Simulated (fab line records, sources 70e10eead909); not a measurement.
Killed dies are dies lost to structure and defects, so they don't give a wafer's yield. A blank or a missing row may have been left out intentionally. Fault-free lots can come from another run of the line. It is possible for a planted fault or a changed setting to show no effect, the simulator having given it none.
Matching of chambers ; flow nand-harc ; pecvd-02 running NHARC_P_M0_PRE_CLEAN_31: 3 sister chambers
The step time 12 s. 6 wafers are shown with their chamber, then 10 later ones without.

== WAFERS PAIRED WITH THEIR CHAMBERS ==
wafer;chamber;heater-power-w (W);heater-power-outer-w (W)
L088.4;1;627;357
L090.2;0;726;437
L090.4;2;598;376
L090.5;0;713;446
L091.1;1;638;380
L091.3;2;646;388

== WAFERS MISSING THEIR CHAMBER ==
wafer;heater-power-w (W);heater-power-outer-w (W)
L091.4;643;368
L092.1;563;332
L092.4;643;374
L092.6;658;383
L093.2;618;357
L093.4;620;353
L093.6;613;366
L095.2;620;394
L095.4;625;385
L095.6;658;390

== WHICH CHAMBER EACH ONE RAN IN ==
wafer;from the rows above;in truth
L091.4;can't be placed: 1 or 2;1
L092.1;can't be placed: 1 or 2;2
L092.4;can't be placed: 1 or 2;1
L092.6;can't be placed: 2 or 1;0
L093.2;can't be placed: 1 or 2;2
L093.4;can't be placed: 1 or 2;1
L093.6;can't be placed: 1 or 2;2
L095.2;can't be placed: 2 or 1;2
L095.4;can't be placed: 2 or 1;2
L095.6;can't be placed: 2 or 1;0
Correctly placed: 0 of 10. Not placeable from these rows: 10 (in 8, the candidates include the true chamber). Wrongly placed: 0.
How it was worked out, from the rows above alone: a wafer's distance from a chamber is the root of the sum, over the readings, of the square of ((its reading less the chamber's mean) divided by the reading's scatter). The wafer belongs to the nearest chamber; if the next one is less than 2 further off, it can't be placed. Each chamber's mean is taken over the wafers shown for it. The scatter is the square root of a quotient: the sum, over the shown wafers, of each reading's squared deviation from its chamber's mean, divided by wafers minus chambers.
